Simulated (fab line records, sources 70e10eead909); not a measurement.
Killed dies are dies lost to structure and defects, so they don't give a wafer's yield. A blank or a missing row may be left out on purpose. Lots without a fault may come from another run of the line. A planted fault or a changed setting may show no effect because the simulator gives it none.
A struck lot beside a sound one | flow nand_harc | 14 steps out of a route of 1302
Sound: wafers L946.1, L946.2, L946.5. Struck: wafers L960.1, L960.3, L960.6. The cause comes at the end.
At each step with rows: each side's tool, then ch and its chambers, then its first start. Under that, the readings that differ: sound wafers | struck wafers | difference of the means | sigmas: that difference in standard deviations of wafers without a fault.
alike: readings whose means differ by less than 2 such deviations, and words and numbers that are the same on both sides. not compared: withheld readings, readings that some wafer has no value for, bounds like >300 that may hide the same value, and numbers for which the record gives no deviation and whose values overlap.
The two part at a step that has a row with sigmas, a row that says differs or no value, or rows on one side only. Numbers that don't overlap but have no deviation are shown without sigmas and don't part them. A reading that every wafer of one side lacks parts them only if that side has two wafers or more.

first, 4 steps without rows for these wafers: NHARC_P_GATE_EBR_07; NHARC_P_GATE_EXPOSE_08 (exposes mask P HV); NHARC_P_GATE_PEB_09 (peb time 85 s); NHARC_P_GATE_DEVELOP_10 (time 70 s).
NHARC_P_GATE_CD_MEAS_11: target cd 1640 nm.
  sound on cd_sem-03 ch 0, day 7 23:44; struck on cd_sem-03 ch 0, day 13 13:10
  alike: cd_nm
then, 1 step without rows for these wafers: NHARC_P_GATE_HARDBAKE_12 (time 80 s).
NHARC_P_GATE_DESCUM_13: chemistry O2, time 3 s.
  sound on rie_diel-05 ch 0,1,3, day 7 23:54; struck on rie_diel-05 ch 1,2,3, day 13 13:21
  alike: drypump_motor_current_A, oes_product_au, rf_vpp_V, showerhead_plenum_p_Torr, throttle_valve_pct
  not compared: rf_hours_counter_h
then, 5 steps without rows for these wafers: NHARC_P_GATE_ETCH_14 (etches SiO2 in dHF, target depth 48.8 nm); NHARC_P_GATE_STRIP_15 (strips in SPM, time 780 s); NHARC_P_GATE_PRECLEAN_71 (cleans in SC1); NHARC_P_GATE_SRD_72; NHARC_P_GATE_OXIDE_16 (material SiO2, target thk 3 nm, ox time 392 s).
NHARC_P_GATE_CVD_17: deposits poly-Si, target thk 150 nm, time 900 s.
  sound on lpcvd_poly-01 ch 0, day 8 09:44; struck on lpcvd_poly-04 ch 0, day 14 04:07
NHARC_P_GATE_HM_DEP_102: deposits aC, target thk 120 nm.
  sound on acl_dep-01 ch 0, day 8 14:07; struck on acl_dep-01 ch 0, day 14 07:03
  alike: throttle_valve_pct

WHERE THEY PART
Nowhere in this record.

WHY: what the simulator had put in
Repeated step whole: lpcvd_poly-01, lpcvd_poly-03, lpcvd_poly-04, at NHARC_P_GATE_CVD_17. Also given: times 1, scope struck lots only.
